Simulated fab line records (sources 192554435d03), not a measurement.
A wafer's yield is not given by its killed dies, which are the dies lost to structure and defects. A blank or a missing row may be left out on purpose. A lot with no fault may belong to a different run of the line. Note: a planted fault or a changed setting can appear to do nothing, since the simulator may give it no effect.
Split-lot trial	flow n5_finfet	39 wafers read across 7 lots, on a route 1938 steps long

## ON THE SPLIT
At N5_SD_EPI_N_EPI_21 (deposits Si:P, time 690 s), the setting pressure_torr was moved away from the recipe's 255 Torr on 30 of the 39 wafers read, by -15.1% to +12.6%. For the rest of the wafers, this setting stayed at what the recipe calls for.

The reading comes from the split's own step.

## THE READING
Si-P_of_SD_EPI_N_EPI_21.thk_nm (the simulator's own value, which no gauge read), in nm, at N5_SD_EPI_N_EPI_21 (deposits Si:P, time 690 s). The file gives no usual value for it. Across the 9 wafers here that went through the recipe, the average is 58.6 nm and the standard deviation 0.48 nm.

wafer	tool, chamber at the split	pressure_torr as run, Torr	against the recipe	Si-P_of_SD_EPI_N_EPI_21.thk_nm, nm	against lot-mates on the recipe
L074.1	epi_rpcvd-01, 0	222.6	-12.7%	55.4	no lot-mate on the recipe
L074.2	epi_rpcvd-01, 0	222.6	-12.7%	55.4	no lot-mate on the recipe
L074.3	epi_rpcvd-01, 0	222.6	-12.7%	56.4	no lot-mate on the recipe
L074.6	epi_rpcvd-01, 0	222.6	-12.7%	56.4	no lot-mate on the recipe
L074.4	epi_rpcvd-01, 0	222.6	-12.7%	55.6	no lot-mate on the recipe
L074.5	epi_rpcvd-01, 0	222.6	-12.7%	55.2	no lot-mate on the recipe
L078.1	epi_rpcvd-02, 0	284.7	+11.6%	62.4	no lot-mate on the recipe
L078.5	epi_rpcvd-02, 0	284.7	+11.6%	62.4	no lot-mate on the recipe
L078.2	epi_rpcvd-02, 0	284.7	+11.6%	62.6	no lot-mate on the recipe
L078.4	epi_rpcvd-02, 0	284.7	+11.6%	62.6	no lot-mate on the recipe
L078.3	epi_rpcvd-02, 0	284.7	+11.6%	63.2	no lot-mate on the recipe
L078.6	epi_rpcvd-02, 0	284.7	+11.6%	61.6	no lot-mate on the recipe
L081.1	epi_rpcvd-02, 0	241.6	-5.3%	59	no lot-mate on the recipe
L081.2	epi_rpcvd-02, 0	241.6	-5.3%	58	no lot-mate on the recipe
L081.3	epi_rpcvd-02, 0	241.6	-5.3%	58.4	no lot-mate on the recipe
L081.5	epi_rpcvd-02, 0	241.6	-5.3%	58.4	no lot-mate on the recipe
L081.4	epi_rpcvd-02, 0	241.6	-5.3%	57.6	no lot-mate on the recipe
L081.6	epi_rpcvd-02, 0	241.6	-5.3%	57	no lot-mate on the recipe
L087.1	epi_rpcvd-04, 0	216.5	-15.1%	54.4	no lot-mate on the recipe
L087.2	epi_rpcvd-04, 0	216.5	-15.1%	54.8	no lot-mate on the recipe
L087.6	epi_rpcvd-04, 0	216.5	-15.1%	54.8	no lot-mate on the recipe
L087.3	epi_rpcvd-04, 0	216.5	-15.1%	55.4	no lot-mate on the recipe
L087.4	epi_rpcvd-04, 0	216.5	-15.1%	55.6	no lot-mate on the recipe
L087.5	epi_rpcvd-04, 0	216.5	-15.1%	54.6	no lot-mate on the recipe
L090.1	epi_rpcvd-02, 0	255	recipe	59.2	-
L090.2	epi_rpcvd-02, 0	255	recipe	58.2	-
L090.3	epi_rpcvd-02, 0	255	recipe	58.8	-
L090.4	epi_rpcvd-02, 0	255	recipe	59.4	-
L090.5	epi_rpcvd-02, 0	255	recipe	58.4	-
L090.6	epi_rpcvd-02, 0	255	recipe	57.8	-
L091.1	epi_rpcvd-02, 0	287.1	+12.6%	60.8	no lot-mate on the recipe
L091.2	epi_rpcvd-02, 0	287.1	+12.6%	60.8	no lot-mate on the recipe
L091.4	epi_rpcvd-02, 0	287.1	+12.6%	60.8	no lot-mate on the recipe
L091.6	epi_rpcvd-02, 0	287.1	+12.6%	60.8	no lot-mate on the recipe
L091.3	epi_rpcvd-02, 0	287.1	+12.6%	61	no lot-mate on the recipe
L091.5	epi_rpcvd-02, 0	287.1	+12.6%	61.2	no lot-mate on the recipe
L097.1	epi_rpcvd-02, 0	255	recipe	58.6	-
L097.2	epi_rpcvd-02, 0	255	recipe	58.8	-
L097.4	epi_rpcvd-02, 0	255	recipe	58.2	-

THE FIT
A straight line over all 39 wafers: Si-P_of_SD_EPI_N_EPI_21.thk_nm changes by +0.239 nm for each +1% of pressure_torr; r = +0.96; the points scatter about the line by 0.75 nm.
Too few moved wafers with a lot-mate on the recipe to fit a line net of each lot's own level.

## FILE'S OWN FIT
Si-P_of_SD_EPI_N_EPI_21.thk_nm changes by +0.239 nm for each +1% of pressure_torr, r = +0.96.
